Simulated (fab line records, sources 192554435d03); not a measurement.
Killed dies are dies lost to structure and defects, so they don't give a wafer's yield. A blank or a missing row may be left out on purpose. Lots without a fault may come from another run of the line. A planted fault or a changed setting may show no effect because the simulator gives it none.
Split-lot experiment | flow n5_finfet | 7 lots, 21 wafers read, on a route of 1938 steps

THE SPLIT
At N5_BEOL_M14_ILD_DEP_00 (deposits SiO2 from TEOS/O2, target thk 1119.3 nm, time 237.4 s), the setting time_s was moved away from the recipe's 237.4 s on 8 of the 21 wafers read, by -14.1% to +15.0%. The other wafers ran this setting at the recipe's value.

The file shows no step between the split and the reading.

THE READING
M14_ILD_THK, in nm, at N5_BEOL_M14_THK_MEAS_01. Fault-free wafers of this fab line usually give 1110 nm, standard deviation 21 nm.

wafer  | tool, chamber at the split | time_s as run, s | against the recipe | M14_ILD_THK, nm | against lot-mates on the recipe
L075.1 | pecvd-02, 2                | 203.9            | -14.1%             | 909             | -194
L075.2 | pecvd-02, 1                | 237.4            | recipe             | 1126            | -
L075.6 | pecvd-02, 2                | 237.4            | recipe             | 1081            | -
L077.2 | pecvd-02, 2                | 237.4            | recipe             | 1083            | -
L077.5 | pecvd-02, 0                | 255.1            | +7.5%              | 1201            | +118
L077.6 | pecvd-02, 1                | 255.1            | +7.5%              | 1240            | +157
L081.1 | pecvd-01, 0                | 254              | +7.0%              | 1167            | +48
L081.3 | pecvd-01, 0                | 237.4            | recipe             | 1101            | -
L081.6 | pecvd-01, 1                | 237.4            | recipe             | 1138            | -
L083.3 | pecvd-01, 0                | 272.9            | +15.0%             | 1257            | +133
L083.4 | pecvd-01, 1                | 237.4            | recipe             | 1124            | -
L083.5 | pecvd-01, 0                | 272.9            | +15.0%             | 1264            | +140
L084.1 | pecvd-02, 1                | 237.4            | recipe             | 1123            | -
L084.5 | pecvd-02, 2                | 237.4            | recipe             | 1096            | -
L084.6 | pecvd-02, 1                | 237.4            | recipe             | 1141            | -
L096.1 | pecvd-02, 0                | 237.4            | recipe             | 1098            | -
L096.4 | pecvd-02, 0                | 214.4            | -9.7%              | 994             | -104
L096.6 | pecvd-02, 2                | 214.4            | -9.7%              | 998             | -100
L095.1 | pecvd-02, 2                | 237.4            | recipe             | 1088            | -
L095.2 | pecvd-02, 0                | 237.4            | recipe             | 1102            | -
L095.3 | pecvd-02, 1                | 237.4            | recipe             | 1118            | -

THE FIT
A straight line over all 21 wafers: M14_ILD_THK changes by +11.7 nm for each +1% of time_s; r = +0.97; the points scatter about the line by 23 nm.
The same after taking each lot's own level away (the mean of its wafers on the recipe; 21 wafers): +11.3 nm for each +1%; r = +0.95; scatter 27 nm.
On that fit, the largest move of time_s shifts the reading by 1.7e+02 nm.
The lots' own levels span 1083.0 to 1124.0 nm, that is 2.0 times the standard deviation above.
So the lot-to-lot level changes the slope little: the two slopes agree.
Check: with one of the wafers moved furthest among these (+15.0%) left out of the fit, the line predicts +180 nm for it against its lot-mates. It came out at +133 nm against them.

OTHER SPLITS ON THESE WAFERS
These wafers also went through other splits before the reading. Each is held against what the fit with the lots' levels taken away leaves over:
other split on the same wafers    | wafers away from the commonest value | r with M14_ILD_THK (lot level and that fit taken away)
N5_BEOL_M11_TRENCH_ETCH_37 time_s | 6                                    | +0.13
N5_BEOL_M12_SPUTTER_43 time_s     | 5                                    | -0.43
N5_BEOL_M13_ILD_DEP_00 time_s     | 4                                    | -0.19

THE WHOLE CHAIN: every reading that the file lists as answering this split, in the file's order
step                    | what it does                                                   | reading                                                                             | change (the file's fit)              | r (the file's)
N5_BEOL_M14_ILD_DEP_00  | deposits SiO2 from TEOS/O2, target thk 1119.3 nm, time 237.4 s | SiO2_of_BEOL_M14_ILD_DEP_00.thk_nm (the simulator's own value, which no gauge read) | +11.5 nm for each +1% of the setting | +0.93
N5_BEOL_M14_THK_MEAS_01 |                                                                | M14_ILD_THK                                                                         | +11.5 for each +1% of the setting    | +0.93

THE FILE'S OWN FIT
M14_ILD_THK changes by +11.5 nm for each +1% of time_s, r = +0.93.
